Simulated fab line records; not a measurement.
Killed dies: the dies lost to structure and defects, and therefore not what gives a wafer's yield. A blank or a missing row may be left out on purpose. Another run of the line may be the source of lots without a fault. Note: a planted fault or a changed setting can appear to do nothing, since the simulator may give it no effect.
fab line records -- flow n5_finfet -- part 1 of 2: steps 1 to 4 of 6
record lots=21, wafers=63, last_day=17
route steps=1938 shown BEOL_M11@1569 BEOL_M12@1614
lots that met no fault: taken from a fault-free run of the same line
start_h: the number of hours between the record's first day and the start of the first shown wafer of the lot -- wait_h: how many hours have passed since the lot's step before this one -- " the same as in the row above -- L1.1+2: one row covering several wafers at once -- - either no value or no given start -- * or withheld: withheld -- < > ~ a bound
route shown NAME@n: a module of which the file shows steps, and the number in the route of the first -- usual: the fault-free wafers' mean and standard deviation -- same: alike in all rows -- chamber/n: place in a boat -- sites: the reading at each site -- _std_site: standard deviation across them -- _edge_site: mean of outer sites minus mean of inner sites -- radius_mm: how far each site lies from the wafer's centre -- mask NAME#n: copy n -- behind: the most recent tool/chamber to have shaped the wafer -- hold: what put the lot on hold/how long, in hours/how the hold closed -- device: names the non-switching transistor (n, p or np) -- end of line: the tests these same wafers got at the end of their route -- a step without rows: its recipe alone -- killed: at the first sort, the dies lost to defects and structure; wafer yield is something else -- map: shows each die of a wafer: x if killed, . if not, _ if none is there
set.NAME: the run value of the setting; set.NAME@STEP: its run value at that earlier step -- model.NAME: the simulator's own value behind a step, which no gauge read
one table for each step of the route and one row for each wafer, over a sample of lots
services: from which hour (start_h, from the record's first day; less than 0 if before it) a tool's chamber was out of use, for how many hours, and why
## steps
# step N5_BEOL_M11_OVL_MEAS_29
# recipe points_per_wafer=44
# usual V10_OVL=-0.2/0.71
lot.wafer,tool,chamber,start_h,wait_h,V10_OVL[nm]
L074.2,overlay-02,0,242.87,0.0,-0.1
L074.5,overlay-02,0,242.87,0.0,0.5
L074.6,overlay-02,0,242.87,0.0,-1.0
L076.1,overlay-02,0,245.10,0.0,0.3
L076.4,overlay-02,0,245.10,0.0,-0.3
L076.6,overlay-02,0,245.10,0.0,0.0
L075.2,overlay-02,0,257.41,0.0,1.1
L075.5,overlay-02,0,257.41,0.0,-0.3
L075.6,overlay-02,0,257.41,0.0,2.1
L077.1,overlay-02,0,257.49,0.1,-0.5
L077.4,overlay-02,0,257.49,0.1,-1.3
L077.5,overlay-02,0,257.49,0.1,-1.4
L078.1,overlay-02,0,257.50,0.0,-0.9
L078.2,overlay-02,0,257.50,0.0,-1.3
L078.3,overlay-02,0,257.50,0.0,-0.1
L079.2,overlay-02,0,267.43,0.0,0.5
L079.4,overlay-02,0,267.43,0.0,0.7
L079.6,overlay-02,0,267.43,0.0,1.1
L080.2,overlay-02,0,267.60,0.0,0.0
L080.4,overlay-02,0,267.60,0.0,0.2
L080.5,overlay-02,0,267.60,0.0,-0.4
L082.1,overlay-02,0,276.31,0.0,-0.3
L082.4,overlay-02,0,276.31,0.0,-0.6
L082.5,overlay-02,0,276.31,0.0,-0.6
L084.1,overlay-02,0,291.92,0.0,0.1
L084.2,overlay-02,0,291.92,0.0,0.6
L084.5,overlay-02,0,291.92,0.0,0.4
L085.3,overlay-01,0,308.70,0.0,-0.1
L085.4,overlay-01,0,308.70,0.0,0.1
L085.5,overlay-01,0,308.70,0.0,-0.3
L087.1,overlay-02,0,316.38,0.0,-0.7
L087.4,overlay-02,0,316.38,0.0,-0.4
L087.6,overlay-02,0,316.38,0.0,0.0
L086.3,overlay-01,0,316.43,0.0,-0.2
L086.4,overlay-01,0,316.43,0.0,-1.1
L086.6,overlay-01,0,316.43,0.0,-1.6
L089.2,overlay-02,0,321.50,0.0,0.7
L089.4,overlay-02,0,321.50,0.0,-0.1
L089.6,overlay-02,0,321.50,0.0,0.7
L088.1,overlay-01,0,326.23,0.0,-1.2
L088.4,overlay-01,0,326.23,0.0,-0.1
L088.5,overlay-01,0,326.23,0.0,-1.6
L091.1,overlay-01,0,328.37,0.0,-0.7
L091.3,overlay-01,0,328.37,0.0,-0.8
L091.6,overlay-01,0,328.37,0.0,-1.2
L092.2,overlay-01,0,335.45,0.0,-0.2
L092.4,overlay-01,0,335.45,0.0,-0.1
L092.5,overlay-01,0,335.45,0.0,0.6
L093.2,overlay-01,0,358.44,0.0,0.4
L093.3,overlay-01,0,358.44,0.0,-1.6
L093.5,overlay-01,0,358.44,0.0,-1.3
L095.1,overlay-02,0,358.61,0.0,0.3
L095.3,overlay-02,0,358.61,0.0,0.7
L095.6,overlay-02,0,358.61,0.0,0.1
L096.2,overlay-02,0,362.61,0.0,-0.6
L096.3,overlay-02,0,362.61,0.0,0.9
L096.5,overlay-02,0,362.61,0.0,-0.5
L094.1,overlay-02,0,365.08,0.0,0.7
L094.4,overlay-02,0,365.08,0.0,-0.9
L094.5,overlay-02,0,365.08,0.0,-1.0
L097.1,overlay-01,0,370.92,0.0,-0.7
L097.2,overlay-01,0,370.92,0.0,0.3
L097.3,overlay-01,0,370.92,0.0,0.6
# step N5_BEOL_M11_ETCH_65
# recipe chemistry=CF4, target=SiARC, target_depth_a=390, mask_material=CAR-ArF, time_s=65, ion_energy_ev=80, pressure_mtorr=40, source_w=545, bias_w=36, Ar_flow_sccm=100, cf4_flow_sccm=100, ends=cleared
# usual bias_w=36.00/0.11, drypump_motor_current_A=5.9/0.37, etch_rf_on_time_s=64.0/2.7, oes_product_au=0.68/0.077, rf_vpp_V=183.9/1.3, showerhead_plenum_p_Torr=2.13/0.092, throttle_valve_pct=15.58/0.28
lot.wafer,tool,chamber,start_h,wait_h,bias_w,drypump_motor_current_A,etch_rf_on_time_s,oes_product_au,rf_hours_counter_h,rf_vpp_V,showerhead_plenum_p_Torr,throttle_valve_pct
L074.2,rie_diel-06,0,243.11,0.0,36.04,6.3,67.3,0.72,64,182.7,2.15,15.51
L074.5,rie_diel-06,0,243.11,0.0,35.95,6.3,66.5,0.73,-,184.8,2.15,15.52
L074.6,rie_diel-06,3,243.11,0.0,36.02,6.5,61.5,0.79,-,184.2,2.09,15.03
L076.1,rie_diel-05,3,245.19,0.0,35.81,5.9,69.3,0.62,168,185.7,2.24,16.05
L076.4,rie_diel-05,0,245.19,0.0,35.94,5.5,61.7,0.74,77,182.5,2.09,15.27
L076.6,rie_diel-05,0,245.19,0.0,35.80,5.5,61.2,0.75,-,184.1,2.09,15.28
L075.2,rie_diel-06,1,257.51,0.0,36.16,5.8,66.1,0.60,237,182.8,2.03,15.97
L075.5,rie_diel-06,1,257.51,0.0,36.11,5.8,65.9,0.60,-,183.6,2.03,15.97
L075.6,rie_diel-06,0,257.51,0.0,35.93,6.3,68.3,0.71,-,184.4,2.15,15.53
L077.1,rie_diel-06,0,257.97,0.0,35.98,6.3,68.3,0.71,69,183.7,2.15,15.53
L077.4,rie_diel-06,3,257.97,0.0,36.00,6.4,61.6,0.79,33,183.3,2.09,15.02
L077.5,rie_diel-06,2,257.97,0.0,36.19,5.6,65.2,0.62,-,186.4,2.24,15.53
L078.1,rie_diel-05,2,258.00,0.0,36.01,6.0,64.7,0.63,155,182.2,1.97,15.34
L078.2,rie_diel-05,0,258.00,0.0,36.19,5.5,60.4,0.75,81,184.5,2.09,15.27
L078.3,rie_diel-05,3,258.00,0.0,36.01,5.9,68.7,0.63,171,184.1,2.24,16.06
L079.2,rie_diel-05,1,268.25,0.0,35.94,5.4,60.3,0.61,232,182.3,2.03,16.09
L079.4,rie_diel-05,1,268.25,0.0,35.98,5.5,59.9,0.61,-,182.3,2.03,16.11
L079.6,rie_diel-05,3,268.25,0.0,35.96,5.9,68.2,0.63,-,184.9,2.24,16.04
L080.2,rie_diel-06,1,268.96,0.0,35.89,5.7,64.8,0.59,243,183.0,2.03,15.97
L080.4,rie_diel-06,3,268.96,0.0,36.16,6.4,62.7,0.77,-,184.5,2.09,15.04
L080.5,rie_diel-06,0,268.96,0.0,35.96,6.3,67.1,0.71,-,185.0,2.15,15.53
L082.1,rie_diel-02,1,276.40,0.0,35.69,6.0,62.1,0.59,225,182.7,2.03,15.68
L082.4,rie_diel-02,0,276.40,0.0,36.12,5.2,62.9,0.64,-,184.1,2.13,15.73
L082.5,rie_diel-02,3,276.40,0.0,36.09,6.2,62.7,0.70,-,183.0,2.08,15.45
L084.1,rie_diel-02,0,292.01,0.0,36.09,5.2,63.0,0.63,184,185.6,2.13,15.69
L084.2,rie_diel-02,3,292.01,0.0,36.10,6.2,62.5,0.70,108,183.3,2.08,15.48
L084.5,rie_diel-02,0,292.01,0.0,36.16,5.2,63.4,0.63,-,184.4,2.13,15.71
L085.3,rie_diel-05,2,308.79,0.0,36.09,6.0,64.9,0.62,173,182.4,1.96,15.36
L085.4,rie_diel-05,1,308.79,0.0,35.85,5.5,61.2,0.59,245,182.6,2.03,16.13
L085.5,rie_diel-05,3,308.79,0.0,36.07,5.9,69.1,0.61,-,184.3,2.23,16.08
L087.1,rie_diel-06,3,316.48,0.0,36.06,6.5,62.9,0.74,57,183.9,2.08,15.08
L087.4,rie_diel-06,3,316.48,0.0,35.99,6.4,62.4,0.75,-,182.9,2.08,15.07
L087.6,rie_diel-06,0,316.48,0.0,36.00,6.3,67.9,0.70,-,183.7,2.14,15.57
L086.3,rie_diel-06,3,317.00,0.0,35.84,6.4,61.6,0.76,57,183.0,2.08,15.10
L086.4,rie_diel-06,1,317.00,0.0,35.89,5.7,63.6,0.85,-,185.8,2.28,15.47
L086.6,rie_diel-06,0,317.00,0.0,35.81,6.3,66.4,0.70,-,184.6,2.14,15.57
L089.2,rie_diel-02,3,321.59,0.0,36.07,6.2,61.9,0.69,121,182.7,2.08,15.51
L089.4,rie_diel-02,2,321.59,0.0,36.15,5.7,65.3,0.70,84,184.2,2.25,15.66
L089.6,rie_diel-02,2,321.59,0.0,35.97,5.7,65.4,0.70,-,185.2,2.25,15.66
L088.1,rie_diel-05,0,326.66,0.0,36.12,5.5,60.1,0.73,96,183.2,2.09,15.31
L088.4,rie_diel-05,0,326.66,0.0,36.00,5.5,60.6,0.73,-,182.0,2.09,15.31
L088.5,rie_diel-05,2,326.66,0.0,36.07,6.0,65.5,0.62,-,181.4,1.96,15.40
L091.1,rie_diel-06,3,328.46,0.0,36.13,6.5,62.5,0.74,61,183.1,2.08,15.08
L091.3,rie_diel-06,2,328.46,0.0,35.98,5.6,67.3,0.60,193,185.3,2.23,15.59
L091.6,rie_diel-06,1,328.46,0.0,35.88,5.7,64.3,0.83,-,186.3,2.28,15.46
L092.2,rie_diel-06,0,335.54,0.0,36.02,6.3,67.5,0.69,99,186.0,2.14,15.59
L092.4,rie_diel-06,1,335.54,0.0,35.92,5.8,63.8,0.83,10,186.4,2.28,15.49
L092.5,rie_diel-06,3,335.54,0.0,36.27,6.4,61.8,0.75,-,182.9,2.08,15.10
L093.2,rie_diel-06,2,358.53,0.0,36.00,5.6,66.7,0.60,201,183.3,2.23,15.58
L093.3,rie_diel-06,1,358.53,0.0,36.07,5.7,63.6,0.81,17,184.9,2.28,15.46
L093.5,rie_diel-06,3,358.53,0.0,35.95,6.5,62.7,0.74,-,182.3,2.08,15.11
L095.1,rie_diel-02,0,358.70,0.0,35.95,5.2,63.5,0.61,208,184.5,2.12,15.74
L095.3,rie_diel-02,3,358.70,0.0,36.07,6.2,62.5,0.68,133,182.6,2.07,15.53
L095.6,rie_diel-02,3,358.70,0.0,35.97,6.2,62.3,0.68,-,182.1,2.07,15.54
L096.2,rie_diel-02,3,362.85,0.0,35.84,6.2,63.2,0.67,134,182.6,2.07,15.53
L096.3,rie_diel-02,0,362.85,0.0,36.12,5.2,63.5,0.61,210,183.9,2.12,15.75
L096.5,rie_diel-02,3,362.85,0.0,36.08,6.2,62.8,0.67,-,183.7,2.07,15.52
L094.1,rie_diel-05,3,365.18,0.0,35.97,5.9,70.0,0.60,208,185.2,2.22,16.11
L094.4,rie_diel-05,3,365.18,0.0,36.13,6.0,69.6,0.59,-,183.6,2.22,16.11
L094.5,rie_diel-05,2,365.18,0.0,36.06,6.0,64.5,0.62,-,182.2,1.95,15.40
L097.1,rie_diel-02,0,371.01,0.0,36.05,5.2,63.5,0.61,212,183.1,2.12,15.77
L097.2,rie_diel-02,1,371.01,0.0,36.10,6.0,60.2,0.85,5,185.0,2.27,15.28
L097.3,rie_diel-02,3,371.01,0.0,35.82,6.2,62.7,0.67,137,182.9,2.07,15.53
# step N5_BEOL_M11_TRENCH_ETCH_37
# recipe chemistry=C4F6/O2, target_depth_a=1488.3, target=SiCOH_lowk, time_s=48, ion_energy_ev=250, pressure_mtorr=30, source_w=345, bias_w=185, Ar_flow_sccm=300, C4F6_flow_sccm=10, O2_flow_sccm=10
# usual bias_w=185.2/0.53, drypump_motor_current_A=5.9/0.36, oes_product_au=0.79/0.089, rf_vpp_V=659/17, showerhead_plenum_p_Torr=2.82/0.12, throttle_valve_pct=20.88/0.29
lot.wafer,tool,chamber,start_h,wait_h,bias_w,drypump_motor_current_A,oes_product_au,rf_hours_counter_h,rf_vpp_V,showerhead_plenum_p_Torr,throttle_valve_pct
L074.2,rie_diel-06,0,-,-,185.1,6.3,0.83,65,650,2.86,20.81
L074.5,rie_diel-06,0,-,-,185.0,6.3,0.84,-,649,2.86,20.82
L074.6,rie_diel-06,3,-,-,184.8,6.4,0.91,-,648,2.79,20.40
L076.1,rie_diel-05,3,-,-,185.3,5.9,0.74,168,702,2.98,21.39
L076.4,rie_diel-05,0,-,-,184.7,5.5,0.87,77,661,2.78,20.61
L076.6,rie_diel-05,0,-,-,185.0,5.5,0.86,-,661,2.78,20.60
L075.2,rie_diel-06,1,-,-,185.6,5.8,0.70,238,661,2.70,21.29
L075.5,rie_diel-06,1,-,-,185.1,5.8,0.69,-,662,2.70,21.27
L075.6,rie_diel-06,0,-,-,185.0,6.3,0.85,-,648,2.86,20.84
L077.1,rie_diel-06,0,-,-,184.8,6.3,0.83,69,647,2.86,20.81
L077.4,rie_diel-06,3,-,-,185.2,6.5,0.90,33,649,2.79,20.41
L077.5,rie_diel-06,2,-,-,184.2,5.6,0.73,-,663,2.97,20.84
L078.1,rie_diel-05,2,-,-,185.5,6.0,0.74,155,649,2.62,20.59
L078.2,rie_diel-05,0,-,-,185.6,5.5,0.85,81,662,2.78,20.61
L078.3,rie_diel-05,3,-,-,184.3,5.9,0.74,171,703,2.97,21.39
L079.2,rie_diel-05,1,-,-,184.6,5.5,0.71,232,647,2.71,21.53
L079.4,rie_diel-05,1,-,-,185.4,5.5,0.70,-,647,2.71,21.53
L079.6,rie_diel-05,3,-,-,184.6,5.9,0.74,-,701,2.97,21.40
L080.2,rie_diel-06,1,-,-,185.6,5.7,0.69,244,663,2.70,21.30
L080.4,rie_diel-06,3,-,-,185.2,6.5,0.89,-,648,2.78,20.41
L080.5,rie_diel-06,0,-,-,185.0,6.3,0.83,-,649,2.85,20.83
L082.1,rie_diel-02,1,-,-,185.3,6.0,0.69,225,645,2.67,20.85
L082.4,rie_diel-02,0,-,-,185.0,5.2,0.74,-,633,2.80,20.81
L082.5,rie_diel-02,3,-,-,185.3,6.2,0.81,-,669,2.77,20.86
L084.1,rie_diel-02,3,-,-,185.9,6.2,0.81,108,668,2.77,20.87
L084.2,rie_diel-02,1,-,-,184.5,6.0,0.67,232,646,2.67,20.82
L084.5,rie_diel-02,3,-,-,185.2,6.2,0.81,-,669,2.77,20.89
L085.3,rie_diel-05,2,-,-,185.0,6.0,0.72,173,650,2.62,20.62
L085.4,rie_diel-05,1,-,-,185.2,5.5,0.69,245,648,2.70,21.54
L085.5,rie_diel-05,3,-,-,185.8,6.0,0.72,-,703,2.96,21.42
L087.1,rie_diel-06,3,-,-,185.9,6.4,0.87,57,647,2.78,20.45
L087.4,rie_diel-06,3,-,-,186.0,6.4,0.87,-,648,2.78,20.46
L087.6,rie_diel-06,0,-,-,185.2,6.3,0.82,-,649,2.84,20.85
L086.3,rie_diel-06,3,-,-,185.3,6.4,0.86,57,648,2.78,20.43
L086.4,rie_diel-06,1,-,-,185.1,5.8,0.99,-,673,3.03,20.84
L086.6,rie_diel-06,0,-,-,185.4,6.3,0.82,-,648,2.84,20.88
L089.2,rie_diel-02,3,-,-,184.6,6.2,0.81,121,669,2.77,20.90
L089.4,rie_diel-02,2,-,-,184.8,5.7,0.81,84,672,2.99,21.02
L089.6,rie_diel-02,2,-,-,185.0,5.7,0.81,-,673,2.99,20.99
L088.1,rie_diel-05,0,-,-,185.4,5.5,0.85,96,662,2.77,20.63
L088.4,rie_diel-05,0,-,-,184.3,5.5,0.85,-,662,2.77,20.62
L088.5,rie_diel-05,2,-,-,185.2,6.0,0.72,-,649,2.61,20.65
L091.1,rie_diel-06,3,-,-,185.0,6.5,0.86,61,647,2.77,20.42
L091.3,rie_diel-06,2,-,-,185.0,5.6,0.71,193,663,2.96,20.87
L091.6,rie_diel-06,1,-,-,185.6,5.7,0.97,-,674,3.03,20.84
L092.2,rie_diel-06,0,-,-,185.4,6.3,0.80,99,648,2.84,20.86
L092.4,rie_diel-06,1,-,-,184.8,5.8,0.96,10,672,3.03,20.84
L092.5,rie_diel-06,3,-,-,184.3,6.5,0.86,-,645,2.77,20.43
L093.2,rie_diel-06,2,-,-,185.4,5.6,0.69,202,662,2.96,20.87
L093.3,rie_diel-06,1,-,-,184.8,5.7,0.94,17,671,3.03,20.86
L093.5,rie_diel-06,3,-,-,185.1,6.4,0.85,-,647,2.77,20.45
L095.1,rie_diel-02,0,-,-,185.4,5.3,0.72,208,631,2.79,20.86
L095.3,rie_diel-02,3,-,-,184.7,6.2,0.79,133,669,2.76,20.91
L095.6,rie_diel-02,3,-,-,185.9,6.2,0.79,-,668,2.76,20.91
L096.2,rie_diel-02,3,-,-,185.5,6.2,0.79,135,668,2.76,20.92
L096.3,rie_diel-02,0,-,-,184.6,5.2,0.71,210,629,2.79,20.84
L096.5,rie_diel-02,3,-,-,185.2,6.2,0.79,-,668,2.76,20.93
L094.1,rie_diel-05,3,-,-,184.6,5.9,0.71,209,700,2.96,21.45
L094.4,rie_diel-05,3,-,-,185.5,5.9,0.72,-,702,2.96,21.46
L094.5,rie_diel-05,2,-,-,186.2,6.0,0.72,-,650,2.61,20.65
L097.1,rie_diel-02,0,-,-,185.2,5.2,0.70,212,631,2.78,20.85
L097.2,rie_diel-02,1,-,-,185.8,6.0,0.99,5,655,3.00,20.59
L097.3,rie_diel-02,3,-,-,184.9,6.2,0.79,137,669,2.76,20.92
# step N5_BEOL_M11_ETCH_41
# recipe chemistry=CH3F/O2, target=SiCN, target_depth_a=426, taper_deg=2, time_s=86, ion_energy_ev=120, mask_material=TiN, pressure_mtorr=30, source_w=395, bias_w=75, Ar_flow_sccm=150, CH3F_flow_sccm=30, O2_flow_sccm=20
# usual bias_w=74.99/0.2, drypump_motor_current_A=5.9/0.36, oes_product_au=0.79/0.089, rf_vpp_V=297.0/2, showerhead_plenum_p_Torr=1.98/0.089, throttle_valve_pct=16.27/0.28
lot.wafer,tool,chamber,start_h,wait_h,bias_w,drypump_motor_current_A,oes_product_au,rf_hours_counter_h,rf_vpp_V,showerhead_plenum_p_Torr,throttle_valve_pct
L074.2,rie_diel-06,0,-,-,75.16,6.3,0.85,65,297.2,2.01,16.24
L074.5,rie_diel-06,0,-,-,74.98,6.3,0.84,-,298.1,2.01,16.24
L074.6,rie_diel-06,3,-,-,75.10,6.4,0.92,-,296.8,1.96,15.76
L076.1,rie_diel-05,3,-,-,75.02,5.9,0.75,168,298.4,2.09,16.73
L076.4,rie_diel-05,0,-,-,75.06,5.5,0.86,77,296.9,1.95,15.97
L076.6,rie_diel-05,0,-,-,74.62,5.5,0.86,-,296.7,1.95,15.97
L075.2,rie_diel-06,1,-,-,75.30,5.8,0.69,238,295.2,1.89,16.68
L075.5,rie_diel-06,1,-,-,75.18,5.8,0.69,-,296.3,1.89,16.68
L075.6,rie_diel-06,0,-,-,74.73,6.3,0.83,-,296.1,2.01,16.25
L077.1,rie_diel-06,0,-,-,75.01,6.3,0.84,69,298.4,2.01,16.25
L077.4,rie_diel-06,3,-,-,74.78,6.5,0.91,33,295.3,1.95,15.78
L077.5,rie_diel-06,2,-,-,74.77,5.6,0.73,-,299.3,2.09,16.21
L078.1,rie_diel-05,2,-,-,74.89,6.0,0.73,155,296.2,1.84,16.07
L078.2,rie_diel-05,0,-,-,74.71,5.5,0.86,81,296.5,1.95,15.99
L078.3,rie_diel-05,3,-,-,74.92,6.0,0.74,171,300.2,2.09,16.74
L079.2,rie_diel-05,1,-,-,74.96,5.4,0.70,232,295.1,1.90,16.89
L079.4,rie_diel-05,1,-,-,74.70,5.4,0.71,-,293.9,1.90,16.88
L079.6,rie_diel-05,3,-,-,74.84,5.9,0.75,-,299.2,2.09,16.74
L080.2,rie_diel-06,1,-,-,75.37,5.8,0.69,244,294.5,1.89,16.70
L080.4,rie_diel-06,3,-,-,75.07,6.4,0.89,-,295.1,1.95,15.76
L080.5,rie_diel-06,0,-,-,74.74,6.3,0.82,-,297.2,2.01,16.25
L082.1,rie_diel-02,1,-,-,75.03,6.0,0.68,225,294.7,1.88,16.31
L082.4,rie_diel-02,0,-,-,75.02,5.2,0.73,-,297.4,1.97,16.28
L082.5,rie_diel-02,3,-,-,74.54,6.2,0.81,-,296.3,1.94,16.18
L084.1,rie_diel-02,3,-,-,75.23,6.2,0.81,108,295.1,1.94,16.20
L084.2,rie_diel-02,1,-,-,75.30,6.0,0.69,233,294.7,1.88,16.34
L084.5,rie_diel-02,3,-,-,75.24,6.2,0.81,-,295.6,1.94,16.20
L085.3,rie_diel-05,2,-,-,74.95,6.0,0.72,173,293.7,1.83,16.11
L085.4,rie_diel-05,1,-,-,74.70,5.5,0.69,245,294.9,1.90,16.89
L085.5,rie_diel-05,3,-,-,75.21,5.9,0.72,-,299.4,2.08,16.76
L087.1,rie_diel-06,3,-,-,75.08,6.5,0.87,57,295.1,1.95,15.81
L087.4,rie_diel-06,3,-,-,75.24,6.5,0.88,-,295.7,1.95,15.82
L087.6,rie_diel-06,0,-,-,74.91,6.3,0.81,-,298.1,2.00,16.28
L086.3,rie_diel-06,3,-,-,75.27,6.4,0.87,58,298.0,1.95,15.82
L086.4,rie_diel-06,1,-,-,75.14,5.8,0.99,-,299.6,2.14,16.15
L086.6,rie_diel-06,0,-,-,74.58,6.3,0.82,-,297.0,2.00,16.29
L089.2,rie_diel-02,3,-,-,74.92,6.2,0.80,121,296.5,1.94,16.21
L089.4,rie_diel-02,2,-,-,75.18,5.7,0.81,84,300.4,2.10,16.37
L089.6,rie_diel-02,2,-,-,75.21,5.7,0.82,-,299.4,2.10,16.36
L088.1,rie_diel-05,0,-,-,74.90,5.5,0.85,96,294.9,1.94,15.98
L088.4,rie_diel-05,0,-,-,75.09,5.5,0.85,-,295.9,1.94,16.01
L088.5,rie_diel-05,2,-,-,74.76,6.0,0.71,-,293.5,1.83,16.12
L091.1,rie_diel-06,3,-,-,74.95,6.4,0.86,61,296.3,1.95,15.81
L091.3,rie_diel-06,2,-,-,75.22,5.6,0.71,193,298.3,2.08,16.26
L091.6,rie_diel-06,1,-,-,75.12,5.7,0.97,-,299.7,2.14,16.17
L092.2,rie_diel-06,0,-,-,75.11,6.3,0.81,99,298.5,2.00,16.29
L092.4,rie_diel-06,1,-,-,74.80,5.7,0.98,10,299.9,2.13,16.17
L092.5,rie_diel-06,3,-,-,74.87,6.5,0.87,-,296.6,1.94,15.83
L093.2,rie_diel-06,2,-,-,75.05,5.6,0.71,202,298.6,2.08,16.26
L093.3,rie_diel-06,1,-,-,74.99,5.8,0.95,17,300.8,2.13,16.19
L093.5,rie_diel-06,3,-,-,75.21,6.4,0.86,-,295.7,1.94,15.83
L095.1,rie_diel-02,0,-,-,74.74,5.2,0.71,209,296.3,1.96,16.34
L095.3,rie_diel-02,3,-,-,75.09,6.2,0.79,133,296.5,1.93,16.25
L095.6,rie_diel-02,3,-,-,74.80,6.2,0.78,-,297.7,1.93,16.25
L096.2,rie_diel-02,3,-,-,74.77,6.2,0.78,135,296.3,1.93,16.25
L096.3,rie_diel-02,0,-,-,75.10,5.2,0.70,210,297.3,1.96,16.34
L096.5,rie_diel-02,3,-,-,74.76,6.2,0.78,-,297.8,1.93,16.26
L094.1,rie_diel-05,3,-,-,74.93,5.9,0.72,209,298.0,2.08,16.80
L094.4,rie_diel-05,3,-,-,75.14,6.0,0.71,-,298.8,2.08,16.80
L094.5,rie_diel-05,2,-,-,74.91,6.0,0.72,-,294.1,1.83,16.13
L097.1,rie_diel-02,0,-,-,74.95,5.2,0.70,212,297.5,1.96,16.34
L097.2,rie_diel-02,1,-,-,75.09,6.0,0.98,5,299.8,2.11,15.95
L097.3,rie_diel-02,3,-,-,74.69,6.2,0.79,137,294.9,1.93,16.25
